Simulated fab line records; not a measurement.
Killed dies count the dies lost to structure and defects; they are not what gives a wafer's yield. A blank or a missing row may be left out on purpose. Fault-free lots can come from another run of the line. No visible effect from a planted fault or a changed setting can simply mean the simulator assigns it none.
Chamber matching || flow nand_harc || NHARC_A_CONTACT_DESCUM_13 on rie_diel-03: 4 sister chambers
The step chemistry O2, time 3 s. 4 wafers are shown with their chamber, then 12 later ones without.

== WAFERS, EACH WITH ITS CHAMBER ==
{"wafer": "L226.3", "chamber": 2, "drypump_motor_current_A (A)": 6.3}
{"wafer": "L234.3", "chamber": 3, "drypump_motor_current_A (A)": 5.3}
{"wafer": "L234.5", "chamber": 1, "drypump_motor_current_A (A)": 5.6}
{"wafer": "L234.6", "chamber": 0, "drypump_motor_current_A (A)": 5.4}

== WAFERS MISSING THEIR CHAMBER ==
{"wafer": "L237.2", "drypump_motor_current_A (A)": 5.3}
{"wafer": "L237.4", "drypump_motor_current_A (A)": 6.4}
{"wafer": "L237.5", "drypump_motor_current_A (A)": 5.3}
{"wafer": "L236.1", "drypump_motor_current_A (A)": 5.3}
{"wafer": "L236.2", "drypump_motor_current_A (A)": 5.7}
{"wafer": "L236.5", "drypump_motor_current_A (A)": 5.4}
{"wafer": "L242.2", "drypump_motor_current_A (A)": 5.3}
{"wafer": "L242.4", "drypump_motor_current_A (A)": 5.3}
{"wafer": "L242.6", "drypump_motor_current_A (A)": 5.4}
{"wafer": "L243.4", "drypump_motor_current_A (A)": 5.3}
{"wafer": "L243.5", "drypump_motor_current_A (A)": 6.4}
{"wafer": "L243.6", "drypump_motor_current_A (A)": 5.4}

== CHAMBER TAKEN BY EACH ==
{"wafer": "L237.2", "from the rows above": 3, "in truth": 3}
{"wafer": "L237.4", "from the rows above": 2, "in truth": 2}
{"wafer": "L237.5", "from the rows above": 3, "in truth": 3}
{"wafer": "L236.1", "from the rows above": 3, "in truth": 3}
{"wafer": "L236.2", "from the rows above": 1, "in truth": 1}
{"wafer": "L236.5", "from the rows above": 0, "in truth": 0}
{"wafer": "L242.2", "from the rows above": 3, "in truth": 3}
{"wafer": "L242.4", "from the rows above": 3, "in truth": 3}
{"wafer": "L242.6", "from the rows above": 0, "in truth": 0}
{"wafer": "L243.4", "from the rows above": 3, "in truth": 3}
{"wafer": "L243.5", "from the rows above": 2, "in truth": 2}
{"wafer": "L243.6", "from the rows above": 0, "in truth": 0}
Correct placement for 12 of the 12. Can't be placed from these rows: 0. Wrongly placed: 0.
How it was worked out, from the rows above alone: a wafer's distance from a chamber is the root of the sum, over the readings, of the square of ((its reading less the chamber's mean) divided by the reading's scatter). If the next closest chamber is less than 2 further off than the closest, the wafer can't be placed; otherwise it belongs to the closest. For every chamber, the mean is computed from those of its wafers that are shown. The scatter: with one shown wafer a chamber, the root of the mean of the squares of how far each hidden wafer lies from its nearest shown one.
